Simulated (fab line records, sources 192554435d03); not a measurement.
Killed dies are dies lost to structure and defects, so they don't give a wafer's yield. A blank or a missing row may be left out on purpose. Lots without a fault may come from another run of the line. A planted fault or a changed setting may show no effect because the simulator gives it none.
fab line records | flow n5_finfet
record lots=5 wafers=15 last_day=19
route steps=1938 shown BEOL_M8@1389 BEOL_M9@1401 PASSIVATION@1936
lots that met no fault: from a run of the same line without faults
start_h: hours from the record's first day to the start of the lot's first wafer shown | wait_h: hours since the lot's step before | " the same as in the row above | L1.1+2: a row that stands for several wafers | - no value, or no start given | * or withheld: withheld | < > ~ a bound
route shown NAME@n: a module of which the file shows steps, and the number in the route of the first | usual: mean/standard deviation of fault-free wafers | same: alike in all rows | chamber/n: place in a boat | sites: the reading at each site | _std_site: their standard deviation | _edge_site: outer sites' mean less inner sites' | radius_mm: how far each site lies from the wafer's centre | mask NAME#n: copy n | behind: the tool/chamber that last shaped the wafer | hold: why the lot was held/for how many hours/how that ended | device: the transistor (n, p or np) that didn't switch | end of line: the same wafers' tests at the end of the route | a step without rows: its recipe alone | killed: dies lost to structure and defects at the first sort, not the wafer's yield | map: a wafer's dies, x killed, . not, _ none there
set.NAME: the setting as run; set.NAME@STEP: as run at that earlier step | model.NAME: the simulator's own value behind a step, which no gauge read
lots at some steps of the route; a table a step, a row a wafer
services: from which hour (start_h, from the record's first day; less than 0 if before it) a tool's chamber was out of use, for how many hours, and why
## steps
# step N5_BEOL_M8_ALD_77
# recipe material=TaN target_thk_a=20 temp_c=275 ald_precursor_family=PDMAT ald_co_reactant=NH3 pressure_torr=3 carrier_flow_sccm=1500 pulse_time_s=2 purge_time_s=3 co_reactant_purge_time_s=2 co_reactant_pulse_time_s=3 ald_cycles=40 precursor_vessel_temp_c=75 precursor_vessel_pressure_torr=26.25 precursor_vessel_carrier_sccm=1000
# usual heater_power_w=417/49 precursor_vessel_pressure_torr=26.26/0.048
# columns lot.wafer tool chamber start_h wait_h heater_power_w precursor_vessel_pressure_torr
L221.1 ald_metal-02 2 224.36 0.0 503 26.24
L221.5 " 3 " " 368 26.25
L221.6 " 2 " " 524 26.24
L225.3 ald_metal-01 0 240.55 0.0 376 26.22
L225.5 " 0 " " 355 26.35
L225.6 " 1 " " 392 26.30
L233.1 ald_metal-03 3 345.16 0.0 397 26.30
L233.3 " 2 " " 442 26.26
L233.5 " 0 " " 367 26.32
L237.2 ald_metal-02 1 365.35 0.1 375 26.31
L237.3 " 3 " " 372 26.22
L237.6 " 0 " " 420 26.25
L238.2 ald_metal-03 3 374.13 0.0 399 26.28
L238.4 " 2 " " 440 26.28
L238.5 " 1 " " 464 26.23
# step N5_BEOL_M8_SURFACE_TREAT_79
# recipe gas=Ar time_s=* ion_energy_ev=* ion_current_ma_cm2=0.5 pressure_mtorr=* ar_flow_sccm=30
# step N5_BEOL_M8_CVD_78
# recipe material=Co target_thk_a=20 temp_c=withheld precursor=CCTBA/H2 pressure_torr=30 time_s=142.3
# step N5_BEOL_M8_SPUTTER_48
# recipe material=Cu target_thk_a=100 temp_c=-20 bias_v=60 power_w=26000 chamber_pressure_pa=0.13 time_s=1.667
# step N5_BEOL_M8_ECD_50
# recipe material=Cu target_thk_a=3000
# step N5_BEOL_M8_ANNEAL_51
# recipe temp_c=225 time_s=90 ambient=N2
# step N5_BEOL_M8_CMP_52
# recipe stop_on=SiCOH_lowk t_overpolish_s=6.9 down_force_psi=1 platen_rpm=50 clearing_platen_down_force_psi=1.5 clearing_platen_rpm=50 post_cmp_clean=cu_alkaline target_thk_nm=80 clearing_platen_pad_velocity_m_s=0.99484 pad_velocity_m_s=0.99484
# usual barrier_field_endpoint_s=28.9/0.84 motor_current_A=6.0/0.66 overpolish_run_s=6.899/0.0095 pad_life_wafers=1145/590 time_to_endpoint_s=63/3.4
# columns lot.wafer tool chamber start_h wait_h barrier_field_endpoint_s motor_current_A overpolish_run_s pad_life_wafers time_to_endpoint_s
L221.1 cmp-03 1 225.36 0.3 28.5 6.3 6.902 1729 60
L221.5 " 0 " " 28.9 5.7 6.897 - 62
L221.6 " 1 " " 28.7 6.5 6.909 - 59
L225.3 cmp-04 3 241.63 0.3 29.3 5.4 6.901 1923 69
L225.6 " 0 " " 30.1 5.5 6.904 - 66
L225.5 " 1 " " 29.9 5.7 6.886 - 69
L233.3 cmp-03 1 346.24 0.2 29.2 6.4 6.889 534 64
L233.1 " 3 " " 28.9 6.9 6.906 536 67
L233.5 " 2 " " 29.1 6.2 6.878 - 63
L237.2 cmp-03 3 366.58 0.3 29.0 6.4 6.900 668 65
L237.3 " 0 " " 29.1 5.7 6.897 669 62
L237.6 " 1 " " 28.5 6.6 6.901 - 61
L238.4 cmp-03 1 375.17 0.2 28.1 6.4 6.908 751 60
L238.2 " 2 " " 28.3 6.4 6.906 752 62
L238.5 " 1 " " 29.5 6.7 6.905 - 62
# step N5_BEOL_M8_THK_MEAS_53
# recipe thk_meas_gauge=xrf reads=Cu_of_BEOL_M8_ECD_50
# usual M8_THK=80.7/2.7
# columns lot.wafer tool chamber start_h wait_h M8_THK[nm]
L221.1 film_metro-01 - 225.61 - 76.8
L221.5 " - " " 78.8
L221.6 " - " " 76.5
L225.3 film_metro-02 - 241.82 - 83.7
L225.5 " - " " 83.7
L225.6 " - " " 81.1
L233.1 film_metro-01 - 346.53 - 77.1
L233.3 " - " " 77.9
L233.5 " - " " 77.6
L237.2 film_metro-01 - 366.81 0.2 81.7
L237.3 " - " " 81.2
L237.6 " - " " 79.4
L238.2 film_metro-01 - 375.43 - 77.6
L238.4 " - " " 81.4
L238.5 " - " " 80.3
# step N5_BEOL_M8_PRE_CLEAN_55
# recipe gas=NH3 time_s=15 temp_c=withheld rf_power_w=300
# step N5_BEOL_M8_DEP_56
# recipe material=SiCN target_thk_a=100 temp_c=withheld precursor=3MS/NH3 pressure_torr=3 rf_w=202 time_s=17.5
# step N5_BEOL_M8_RS_MEAS_57
# recipe thk_meas_gauge=four-point-probe reads=Cu_of_BEOL_M8_ECD_50+Co_of_BEOL_M8_CVD_78+TaN_of_BEOL_M8_ALD_77
# usual M8_RS=0.283/0.012
# columns lot.wafer tool chamber start_h wait_h M8_RS[ohm/sq]
L221.1 film_metro-01 - 225.77 0.1 0.302
L221.5 " - " " 0.293
L221.6 " - " " 0.303
L225.3 film_metro-02 - 241.95 0.1 0.271
L225.5 " - " " 0.271
L225.6 " - " " 0.279
L233.1 film_metro-01 - 346.66 0.1 0.297
L233.3 " - " " 0.294
L233.5 " - " " 0.294
L237.2 film_metro-02 - 366.94 0.1 0.281
L237.3 " - " " 0.284
L237.6 " - " " 0.290
L238.2 film_metro-02 - 375.56 0.1 0.298
L238.4 " - " " 0.282
L238.5 " - " " 0.285
# step N5_BEOL_M8_INSPECT_58
# recipe inspect_instrument=darkfield mode=post_dep
# usual raw_defect_count=65/25
# columns lot.wafer tool chamber start_h wait_h raw_defect_count
L221.1 defect_inspect-02 - 225.80 0.0 43
L221.5 " - " " 53
L221.6 " - " " 37
L225.3 defect_inspect-02 - 241.97 0.0 47
L225.5 " - " " 48
L225.6 " - " " 45
L233.1 defect_inspect-02 - 346.69 0.0 48
L233.3 " - " " 101
L233.5 " - " " 101
L237.2 defect_inspect-02 - 366.97 0.0 87
L237.3 " - " " 107
L237.6 " - " " 32
L238.2 defect_inspect-01 - 375.59 0.0 47
L238.4 " - " " 58
L238.5 " - " " 48
# step N5_BEOL_M9_ILD_DEP_00
# recipe material=SiCOH_lowk target_thk_a=3085.1 temp_c=300 precursor=DEMS/porogen pressure_torr=5 rf_w=500 time_s=58
# usual heater_power_w=339/63 rf_fwd_power_W=495.2/2 showerhead_plenum_p_Torr=5.738/0.016 throttle_valve_pct=14.3/0.53
# columns lot.wafer tool chamber start_h wait_h heater_power_w rf_fwd_power_W showerhead_plenum_p_Torr throttle_valve_pct model.SiCOH_lowk_of_BEOL_M9_ILD_DEP_00.thk_nm
L221.1 pecvd-01 2 225.84 0.0 457 496.5 5.721 12.8 309.6
L221.5 " 2 " " 472 493.6 5.708 12.9 314.4
L221.6 " 0 " " 356 493.3 5.754 15.5 321
L225.3 pecvd-03 1 242.01 0.0 369 496.9 5.741 14.6 307.2
L225.5 " 2 " " 354 493.2 5.736 14.4 309.6
L225.6 " 0 " " 296 493.3 5.758 14.6 312.6
L233.1 pecvd-01 2 346.73 0.0 473 495.2 5.711 13.3 307.2
L233.3 " 0 " " 346 495.5 5.761 15.7 322.6
L233.5 " 2 " " 490 493.7 5.708 13.4 310.4
L237.2 pecvd-03 2 367.00 0.0 270 492.6 5.735 14.4 302.2
L237.3 " 0 " " 306 494.8 5.763 14.5 303.8
L237.6 " 1 " " 360 494.7 5.736 14.6 315.6
L238.2 pecvd-03 0 375.63 0.0 315 495.4 5.756 14.5 304.2
L238.4 " 0 " " 331 496.6 5.738 14.7 307.8
L238.5 " 2 " " 322 495.4 5.742 14.4 305.8
# step N5_BEOL_M9_CURE_71
# recipe temp_c=385 time_s=240 ambient=He/Ar material=SiCOH_lowk
# step N5_BEOL_M9_THK_MEAS_01
# recipe reads=SiCOH_lowk_of_BEOL_M9_ILD_DEP_00
# usual M9_ILD_THK=267/3.7
# columns lot.wafer tool chamber start_h wait_h M9_ILD_THK[nm]
L221.1 film_metro-02 - 226.43 0.4 269
L221.5 " - " " 273
L221.6 " - " " 279
L225.3 film_metro-02 - 242.60 0.3 267
L225.5 " - " " 269
L225.6 " - " " 272
L233.1 film_metro-02 - 347.32 0.4 267
L233.3 " - " " 280
L233.5 " - " " 270
L237.2 film_metro-02 - 367.59 0.4 262
L237.3 " - " " 264
L237.6 " - " " 274
L238.2 film_metro-02 - 376.22 0.4 264
L238.4 " - " " 267
L238.5 " - " " 266
# step N5_BEOL_M9_PECVD_70
# recipe material=SiO2 target_thk_a=200 temp_c=400 precursor=TEOS/O2 pressure_torr=5.5 rf_w=450 teos_flow_sccm=53.8 gas=O2 flow_sccm=3000 time_s=22.7
# usual heater_power_w=774/120 rf_fwd_power_W=443.6/1.9 showerhead_plenum_p_Torr=8.78/0.085 throttle_valve_pct=23.2/1.3
# columns lot.wafer tool chamber start_h wait_h heater_power_w rf_fwd_power_W showerhead_plenum_p_Torr throttle_valve_pct
L221.1 pecvd-01 1 226.47 0.0 702 446.6 8.80 23.5
L221.5 " 2 " " 902 442.4 8.65 21.2
L221.6 " 0 " " 806 446.8 8.90 25.3
L225.3 pecvd-03 0 242.64 0.0 731 443.4 8.86 23.8
L225.5 " 2 " " 680 441.1 8.75 23.2
L225.6 " 0 " " 713 443.2 8.84 23.6
L233.1 pecvd-01 2 347.35 0.0 964 441.0 8.65 21.5
L233.3 " 0 " " 719 445.0 8.90 25.3
L233.5 " 0 " " 725 444.8 8.92 25.2
L237.2 pecvd-01 2 367.67 0.1 1105 441.7 8.64 21.6
L237.3 " 0 " " 742 444.0 8.90 25.3
L237.6 " 0 " " 764 442.2 8.90 25.4
L238.2 pecvd-03 1 376.25 0.0 801 443.1 8.78 23.1
L238.4 " 2 " " 779 441.3 8.77 23.3
L238.5 " 0 " " 715 442.9 8.85 23.5
# step N5_BEOL_M9_HM_DEP_02
# recipe material=TiN target_thk_a=200 temp_c=25 chamber_pressure_pa=0.49996
# step N5_BEOL_M9_COAT_59
# recipe resist=SOC temp_c=250 time_s=60 spin_rpm=1500 resist_thk_nm=100
# step N5_BEOL_M9_COAT_60
# recipe resist=SiARC temp_c=220 time_s=60 spin_rpm=1500 resist_thk_nm=30
# step N5_BEOL_M9_COAT_05
# recipe resist=CAR-ArF spin_rpm=1500 resist_thk_nm=90
# step N5_BEOL_M9_EBR_07
# recipe solvent=PGMEA ebr_width_mm=1.5
# step N5_BEOL_M9_SOFTBAKE_06
# recipe temp_c=110 time_s=60 resist=CAR-ArF
# step N5_BEOL_M9_EXPOSE_08
# recipe mask_id=M9 na=1.35 source_shape=dipole sigma_inner=0.411 sigma_outer=0.611 polarization=te dose_mj=53.75
# step N5_BEOL_M9_PEB_09
# recipe peb_temp_c=withheld peb_time_s=60 resist=CAR-ArF
# step N5_BEOL_M9_DEVELOP_10
# recipe develop_time_s=30 developer=TMAH resist=CAR-ArF rinse_liquid=diw dry=air_spin dev_temp_c=23
# step N5_BEOL_M9_CD_MEAS_11
# recipe target_cd_nm=64.1 landing_energy_ev=500 detector=se_inlens polarity=opening
# usual cd_nm=64.0/0.54
# columns lot.wafer tool chamber start_h wait_h cd_nm
L221.1 cd_sem-01 0 227.02 - 63.6
L221.5 " 0 " " 63.0
L221.6 " 0 " " 63.9
L225.3 cd_sem-03 0 243.19 - 63.3
L225.5 " 0 " " 64.3
L225.6 " 0 " " 63.8
L233.1 cd_sem-01 0 348.56 - 63.6
L233.3 " 0 " " 63.4
L233.5 " 0 " " 63.6
L237.2 cd_sem-01 0 371.12 - 63.8
L237.3 " 0 " " 64.0
L237.6 " 0 " " 63.6
L238.2 cd_sem-01 0 378.10 - 63.5
L238.4 " 0 " " 63.7
L238.5 " 0 " " 64.3
# step N5_BEOL_M9_OVL_MEAS_12
# recipe points_per_wafer=44
# usual M9_OVL=0.1/0.71
# columns lot.wafer tool chamber start_h wait_h M9_OVL[nm]
L221.1 overlay-01 0 227.05 0.0 -0.3
L221.5 " 0 " " 0.4
L221.6 " 0 " " -0.3
L225.3 overlay-02 0 243.22 0.0 1.9
L225.5 " 0 " " 1.1
L225.6 " 0 " " 0.6
L233.1 overlay-01 0 348.59 0.0 -1.1
L233.3 " 0 " " -1.5
L233.5 " 0 " " -1.4
L237.2 overlay-01 0 371.15 0.0 -0.6
L237.3 " 0 " " -0.9
L237.6 " 0 " " -0.6
L238.2 overlay-01 0 378.13 0.0 0.4
L238.4 " 0 " " 0.7
L238.5 " 0 " " 0.5
# step N5_BEOL_M9_INSPECT_13
# recipe mode=adi inspect_instrument=brightfield
# usual raw_defect_count=398/84
# columns lot.wafer tool chamber start_h wait_h raw_defect_count
L221.1 defect_inspect-01 - 227.07 0.0 401
L221.5 " - " " 330
L221.6 " - " " 326
L225.3 defect_inspect-01 - 243.25 0.0 295
L225.5 " - " " 310
L225.6 " - " " 405
L233.1 defect_inspect-01 - 348.62 0.0 450
L233.3 " - " " 423
L233.5 " - " " 492
L237.2 defect_inspect-01 - 371.17 0.0 327
L237.3 " - " " 427
L237.6 " - " " 268
L238.2 defect_inspect-01 - 378.15 0.0 311
L238.4 " - " " 306
L238.5 " - " " 293
# step N5_BEOL_M9_DESCUM_16
# recipe chemistry=O2 time_s=7.9 source_power_w=50 bias_power_w=20 pressure_mtorr=20 rf_frequency_hz=2.712e+07 temp_c=40 resist=CAR-ArF o2_flow_sccm=225
# step N5_BEOL_M9_ETCH_61
# recipe chemistry=CF4 target=SiARC target_depth_a=390 mask_material=CAR-ArF time_s=65 ion_energy_ev=80 pressure_mtorr=40 source_w=545 bias_w=36 Ar_flow_sccm=100 cf4_flow_sccm=100 ends=cleared
# usual drypump_motor_current_A=5.5/0.64 etch_rf_on_time_s=65.0/1.5 oes_product_au=0.68/0.082 rf_fwd_power_W=538.1/2.5 rf_vpp_V=184.2/1.2 showerhead_plenum_p_Torr=2.16/0.06 throttle_valve_pct=15.65/0.26
# columns lot.wafer tool chamber start_h wait_h drypump_motor_current_A etch_rf_on_time_s oes_product_au rf_fwd_power_W rf_hours_counter_h rf_vpp_V showerhead_plenum_p_Torr throttle_valve_pct
L221.1 rie_diel-06 0 227.30 0.0 6.4 64.8 0.69 535.4 82 185.6 2.24 15.34
L221.5 " 3 " " 5.4 64.0 0.63 543.0 - 184.6 2.13 15.74
L221.6 " 0 " " 6.4 65.0 0.70 536.1 - 185.7 2.24 15.33
L225.3 rie_diel-06 2 243.31 0.0 6.5 64.8 0.75 533.6 22 182.9 2.11 15.27
L225.5 " 3 " " 5.4 64.5 0.62 542.5 - 184.3 2.13 15.77
L225.6 " 2 " " 6.5 64.5 0.75 534.2 - 183.6 2.11 15.27
L233.1 rie_diel-01 3 348.87 0.0 4.7 64.3 0.79 539.2 15 181.7 2.10 15.47
L233.3 " 0 " " 5.0 65.0 0.62 533.4 210 187.1 2.21 16.04
L233.5 " 2 " " 5.6 67.2 0.61 537.7 - 185.0 2.13 15.94
L237.2 rie_diel-06 0 371.34 0.0 6.4 64.0 0.66 532.2 123 183.8 2.22 15.44
L237.3 " 1 " " 5.4 66.9 0.58 541.9 238 184.8 2.11 15.82
L237.6 " 2 " " 6.5 63.5 0.71 538.6 - 181.9 2.10 15.33
L238.2 rie_diel-05 3 378.22 0.0 4.9 65.4 0.70 539.8 71 185.2 2.25 15.62
L238.4 " 0 " " 6.7 63.3 0.81 539.4 - 185.2 2.28 15.67
L238.5 " 3 " " 4.9 64.9 0.71 539.6 - 185.0 2.25 15.64
# step N5_BEOL_M9_ETCH_62
# recipe chemistry=N2/H2 target=SOC target_depth_a=1100 overetch_a=220 mask_material=SiARC temp_c=40 time_s=165 ion_energy_ev=200 pressure_mtorr=30 source_w=840 bias_w=150 n2_flow_sccm=200 h2_flow_sccm=200
# step N5_BEOL_M9_STRIP_68
# recipe chemistry=N2/H2 temp_c=40 n2_flow_sccm=200 h2_flow_sccm=200 rf_frequency_hz=6e+07
# step N5_BEOL_M9_STRIP_67
# recipe chemistry=CF4 resist=SiARC power_w=300 bias_power_w=75 pressure_mtorr=50 cf4_flow_sccm=150 rf_frequency_hz=6e+07
# step N5_BEOL_M9_HM_OPEN_17
# recipe chemistry=Cl2/BCl3 target_depth_a=200 overetch_a=60 target=TiN mask_material=SOC ion_energy_ev=150 pressure_mtorr=10 icp_w=1000 bias_w=126 Cl2_flow_sccm=53.25 bcl3_flow_sccm=21.75 Ar_flow_sccm=25
# step N5_BEOL_M9_STRIP_19
# recipe chemistry=O2 power_w=400 temp_c=40 pressure_mtorr=30 rf_frequency_hz=6e+07 bias_power_w=0 overash_fraction=0.2 o2_flow_sccm=225
# usual drypump_motor_current_A=5.6/0.68 oes_product_au=0.77/0.087 rf_vpp_V=3.6/0.57 showerhead_plenum_p_Torr=2.10/0.073 temp_c=40.00/0.11 throttle_valve_pct=16.71/0.26
# columns lot.wafer tool chamber start_h wait_h drypump_motor_current_A oes_product_au rf_hours_counter_h rf_vpp_V showerhead_plenum_p_Torr temp_c throttle_valve_pct
L221.1 rie_diel-06 0 227.74 0.2 6.4 0.82 82 2.6 2.20 40.14 16.38
L221.5 " 2 " " 6.5 0.89 - 3.7 2.05 40.36 16.26
L221.6 " 1 " " 5.4 0.72 - 3.4 2.08 40.02 16.80
L225.3 rie_diel-01 3 243.75 0.1 4.7 0.69 248 3.0 2.08 39.86 17.13
L225.5 " 2 " " 5.6 0.76 - 3.7 2.10 39.90 17.00
L225.6 " 3 " " 4.7 0.69 - 3.1 2.08 39.91 17.14
L233.1 rie_diel-05 2 349.29 0.1 5.3 0.68 246 4.5 2.14 40.07 16.79
L233.3 " 3 " " 5.0 0.86 61 3.5 2.22 40.04 16.70
L233.5 " 2 " " 5.3 0.68 - 3.3 2.14 40.05 16.76
L237.2 rie_diel-01 2 371.69 0.1 5.5 0.71 211 3.1 2.08 40.01 17.06
L237.3 " 1 " " 5.2 0.90 27 3.5 2.13 40.05 16.30
L237.6 " 3 " " 4.8 0.92 - 3.2 2.07 40.10 16.70
L238.2 rie_diel-01 0 378.65 0.2 5.0 0.73 216 4.4 2.17 39.95 17.07
L238.4 " 3 " " 4.7 0.91 25 3.3 2.07 39.94 16.71
L238.5 " 1 " " 5.2 0.91 - 3.8 2.13 40.13 16.31
# step N5_BEOL_M9_CD_MEAS_18
# recipe pitch_nm=140 target_cd_nm=70
# usual cd_nm=69.8/0.61
# columns lot.wafer tool chamber start_h wait_h cd_nm
L221.1 cd_sem-01 - 227.81 0.0 69.6
L221.5 " - " " 69.1
L221.6 " - " " 70.0
L225.3 cd_sem-02 - 243.82 0.1 69.1
L225.5 " - " " 70.1
L225.6 " - " " 69.5
L233.1 cd_sem-02 - 349.36 0.0 69.4
L233.3 " - " " 68.9
L233.5 " - " " 69.1
L237.2 cd_sem-01 - 371.76 0.1 69.6
L237.3 " - " " 69.8
L237.6 " - " " 69.8
L238.2 cd_sem-03 - 378.73 0.1 69.9
L238.4 " - " " 70.4
L238.5 " - " " 70.2
# step N5_BEOL_M9_COAT_63
# recipe resist=SOC temp_c=250 time_s=60 spin_rpm=1500 resist_thk_nm=60
# step N5_BEOL_M9_COAT_64
# recipe resist=SiARC temp_c=220 time_s=60 spin_rpm=1500 resist_thk_nm=12
# step N5_BEOL_M9_COAT_75
# recipe resist=underlayer temp_c=205 time_s=60 spin_rpm=1500 resist_thk_nm=5
# step N5_BEOL_M9_COAT_22
# recipe resist=CAR-EUV spin_rpm=1500 resist_thk_nm=30
# step N5_BEOL_M9_EBR_24
# recipe solvent=PGMEA ebr_width_mm=1.5
# step N5_BEOL_M9_SOFTBAKE_23
# recipe temp_c=110 time_s=60 resist=CAR-EUV
# step N5_BEOL_M9_CMP_52
# recipe stop_on=SiCOH_lowk t_overpolish_s=7 down_force_psi=1 platen_rpm=50 clearing_platen_down_force_psi=1.5 clearing_platen_rpm=50 post_cmp_clean=cu_alkaline target_thk_nm=140 clearing_platen_pad_velocity_m_s=0.99484 pad_velocity_m_s=0.99484
# usual barrier_field_endpoint_s=29.0/0.84 motor_current_A=5.9/0.74 overpolish_run_s=7.000/0.0094 pad_life_wafers=1081/600 time_to_endpoint_s=66/3.7
# columns lot.wafer tool chamber start_h wait_h barrier_field_endpoint_s motor_current_A overpolish_run_s pad_life_wafers time_to_endpoint_s model.SiCOH_lowk_of_BEOL_M9_ILD_DEP_00.thk_nm
L221.1 cmp-04 3 230.55 0.4 28.7 5.3 7.002 1815 68 266
L221.5 " 0 " " 30.8 5.3 7.004 - 72 270.2
L221.6 " 1 " " 29.6 5.8 7.021 - 68 276
L225.3 cmp-04 3 246.49 0.2 29.4 5.5 6.987 1964 68 263.8
L225.6 " 1 " " 29.2 5.6 6.989 - 72 268.6
L225.5 " 2 " " 29.5 7.2 6.988 - 73 266
L233.1 cmp-04 0 354.77 0.3 29.5 5.3 7.012 601 65 264
L233.3 " 2 " " 30.0 7.1 6.992 603 70 277.4
L233.5 " 0 " " 29.4 5.5 7.002 - 67 266.6
L237.3 cmp-02 2 375.81 0.2 28.4 6.1 6.994 1014 68 260.8
L237.2 " 1 " " 29.2 5.6 7.009 1017 69 259.4
L237.6 " 2 " " 29.0 6.1 7.014 - 71 271.2
L238.2 cmp-02 3 382.61 0.4 29.1 6.8 6.992 1074 70 261.2
L238.4 " 1 " " 30.6 5.3 6.991 1076 73 264.4
L238.5 " 3 " " 28.7 6.4 7.019 - 65 262.6
# step N5_PASSIVATION_PROBE_49
# usual defect_limited_yield=91.0/1.5 killed_at_M0_to_M3=32/9.6 killed_at_M4_up=13/4.7 killed_at_contacts=13/7.2 killed_at_front_end=44/13 killed_at_other=4/3.4 killed_dies=106/18 killed_on_rim=14/4.2 killed_open=70/13 killed_short=35/8 sort_bin_5_function=5.3/0.97 sort_bin_6_memory=3.4/0.73 sort_n_pass=1074/18 sort_yield_pct=91.0/1.5
# same gross_dies=1180 killed_at_back_side=0 sort_bin_4_leakage[%]=0 sort_bin_8_speed[%]=0
# columns lot.wafer tool chamber start_h wait_h defect_limited_yield[%] killed_at_M0_to_M3 killed_at_M4_up killed_at_contacts killed_at_front_end killed_at_other killed_dies killed_on_rim killed_open killed_short sort_bin_5_function[%] sort_bin_6_memory[%] sort_n_pass sort_yield_pct[%]
L221.1 prober-02 - 279.56 0.0 90.3 29 11 29 44 2 115 16 73 42 5.8 3.5 1065 90.3
L221.5 prober-02 - 279.76 0.2 91.9 27 7 21 27 13 95 13 64 31 4.8 2.9 1085 91.9
L221.6 prober-02 - 279.81 0.3 90.2 29 9 21 50 7 116 17 69 47 5.8 3.6 1064 90.2
# killed by level:class
L221.1 MOL_CONTACT_COAG:geometric_particle:open=19 FIN_SAQP:geometric_particle:open=13 MOL_CONTACT_COAG:geometric_particle:short=10 FIN_SAQP:geometric_particle:short=9 BEOL_M4:geometric_particle:open=7 STI_FIN_REVEAL:geometric_particle:open=6 BEOL_M0_SAQP:geometric_particle:short=6 BEOL_M1:geometric_particle:open=6
L221.5 MOL_CONTACT_COAG:geometric_particle:open=16 DUMMY_GATE:geometric_particle:open=8 BEOL_M2:geometric_particle:open=8 MOL_CONTACT_COAG:geometric_particle:short=5 BEOL_M1:geometric_particle:open=5 FIN_SAQP:geometric_particle:open=4 STI_FIN_REVEAL:geometric_particle:open=4 BEOL_M0_SAQP:geometric_particle:open=4
L221.6 MOL_CONTACT_COAG:geometric_particle:open=17 FIN_SAQP:geometric_particle:short=15 FIN_SAQP:geometric_particle:open=10 BEOL_M0_SAQP:geometric_particle:short=9 BEOL_M0_SAQP:geometric_particle:open=6 BEOL_M3:geometric_particle:open=6 STI_FIN_REVEAL:geometric_particle:open=5 DUMMY_GATE:geometric_particle:short=4
## services
# columns tool chamber start_h hours kind
cmp-04 - 208.65 19.4 repair
cmp-02 - 234.08 4.0 pm
rie_diel-05 - 253.99 4.3 pm
cmp-03 - 254.31 4.0 pm
cmp-04 - 259.59 4.0 pm
cmp-02 - 278.02 5.3 pm
cmp-03 - 282.78 8.0 pm
rie_diel-05 - 284.08 2.4 repair
cmp-04 - 286.28 2.3 repair
ald_metal-03 3 287.03 5.3 repair
rie_diel-01 1 294.48 7.1 repair
rie_diel-05 - 295.14 2.8 pm
cmp-03 - 297.70 4.0 repair
cmp-02 - 304.89 2.2 repair
pecvd-01 2 319.35 3.9 repair
rie_diel-05 - 320.91 14.6 pm
cmp-02 - 329.54 0.5 repair
rie_diel-05 0 348.78 2.5 repair
rie_diel-06 3 349.43 8.6 repair
pecvd-01 0 353.90 7.0 repair
cmp-04 - 359.88 1.4 repair
cmp-03 - 361.60 1.2 repair
rie_diel-01 0 362.90 12.3 repair
pecvd-01 1 380.68 10.6 repair
## key
first_sign step=N5_BEOL_M9_THK_MEAS_01 reading=M9_ILD_THK direction=up sigmas=3.5 usual=267 struck=280
effect none on later readings
model_effect step=N5_BEOL_M9_ILD_DEP_00 value=SiCOH_lowk_of_BEOL_M9_ILD_DEP_00.thk_nm without=308.4 struck=322.6
model_effect step=N5_BEOL_M9_CMP_52 value=SiCOH_lowk_of_BEOL_M9_ILD_DEP_00.thk_nm without=265 struck=277.4
met_at N5_BEOL_M9_ILD_DEP_00
struck_wafers L233.3
onset_between 225.84 346.73
fault kind=process_parameter_drift tool=pecvd-01 chamber=0 onset_h=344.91 steps=N5_BEOL_M9_ILD_DEP_00 channel=target_thk_a offset=* shape=step end_h=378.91 acts_in=* stated=*
